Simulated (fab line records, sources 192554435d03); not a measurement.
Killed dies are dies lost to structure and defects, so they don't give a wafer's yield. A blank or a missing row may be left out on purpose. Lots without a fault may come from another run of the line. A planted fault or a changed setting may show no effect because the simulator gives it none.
Split-lot experiment | flow n5_finfet | 7 lots, 21 wafers read, on a route of 1938 steps

THE SPLIT
At N5_BEOL_M13_SPUTTER_43 (material TaN, target thk 15 nm, time 24.19 s), the setting time_s was moved away from the recipe's 24.19 s on 5 of the 21 wafers read, by -6.6% to +13.7%. The other wafers ran this setting at the recipe's value.

The reading is taken at the split's own step.

THE READING
TaN_of_BEOL_M13_SPUTTER_43.thk_nm (the simulator's own value, which no gauge read), in nm, at N5_BEOL_M13_SPUTTER_43 (material TaN, target thk 15 nm, time 24.19 s). The file gives no usual value for it. The 16 wafers here that ran the recipe average 15.0 nm, standard deviation 0.23 nm.

wafer  | tool, chamber at the split | time_s as run, s | against the recipe | TaN_of_BEOL_M13_SPUTTER_43.thk_nm, nm | against lot-mates on the recipe
L075.1 | pvd_sputter-02, -          | 24.19            | recipe             | 14.8                                  | -
L075.4 | pvd_sputter-02, -          | 24.19            | recipe             | 15.2                                  | -
L075.6 | pvd_sputter-02, -          | 24.19            | recipe             | 15                                    | -
L076.1 | pvd_sputter-01, -          | 24.19            | recipe             | 15                                    | -
L076.2 | pvd_sputter-01, -          | 24.19            | recipe             | 15                                    | -
L076.5 | pvd_sputter-01, -          | 25.79            | +6.6%              | 16.2                                  | +1.2
L084.1 | pvd_sputter-03, -          | 24.19            | recipe             | 14.8                                  | -
L084.5 | pvd_sputter-03, -          | 22.59            | -6.6%              | 13.8                                  | -0.9
L084.6 | pvd_sputter-03, -          | 24.19            | recipe             | 14.6                                  | -
L089.3 | pvd_sputter-01, -          | 24.19            | recipe             | 15.2                                  | -
L089.5 | pvd_sputter-01, -          | 24.19            | recipe             | 15.2                                  | -
L089.6 | pvd_sputter-01, -          | 24.19            | recipe             | 15                                    | -
L094.1 | pvd_sputter-02, -          | 24.19            | recipe             | 14.8                                  | -
L094.4 | pvd_sputter-02, -          | 24.19            | recipe             | 15.2                                  | -
L094.6 | pvd_sputter-02, -          | 24.19            | recipe             | 15.4                                  | -
L095.4 | pvd_sputter-03, -          | 27.5             | +13.7%             | 16.8                                  | +2.0
L095.5 | pvd_sputter-03, -          | 27.5             | +13.7%             | 17                                    | +2.2
L095.6 | pvd_sputter-03, -          | 24.19            | recipe             | 14.8                                  | -
L097.4 | pvd_sputter-01, -          | 24.19            | recipe             | 15.2                                  | -
L097.5 | pvd_sputter-01, -          | 24.19            | recipe             | 15.4                                  | -
L097.6 | pvd_sputter-01, -          | 26.99            | +11.6%             | 17                                    | +1.7

THE FIT
A straight line over all 21 wafers: TaN_of_BEOL_M13_SPUTTER_43.thk_nm changes by +0.151 nm for each +1% of time_s; r = +0.96; the points scatter about the line by 0.23 nm.
The same after taking each lot's own level away (the mean of its wafers on the recipe; 21 wafers): +0.152 nm for each +1%; r = +0.98; scatter 0.15 nm.
On that fit, the largest move of time_s shifts the reading by 2.1 nm.
The lots' own levels span 14.70 to 15.30 nm, that is 2.7 times the standard deviation above.
So the lot-to-lot level changes the slope little: the two slopes agree.
Check: with one of the wafers moved furthest among these (+13.7%) left out of the fit, the line predicts +2.13 nm for it against its lot-mates. It came out at +2 nm against them.

OTHER SPLITS ON THESE WAFERS
These wafers also went through other splits before the reading. Each is held against what the fit with the lots' levels taken away leaves over:
other split on the same wafers    | wafers away from the commonest value | r with TaN_of_BEOL_M13_SPUTTER_43.thk_nm (lot level and that fit taken away)
N5_BEOL_M10_TRENCH_ETCH_37 time_s | 8                                    | -0.36
N5_BEOL_M11_VIA_ETCH_34 time_s    | 5                                    | +0.36
N5_BEOL_M11_CURE_72 time_s        | 8                                    | -0.09
N5_BEOL_M12_CMP_49 down_force_psi | 7                                    | -0.09

THE FILE'S OWN FIT
TaN_of_BEOL_M13_SPUTTER_43.thk_nm changes by +0.152 nm for each +1% of time_s, r = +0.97.
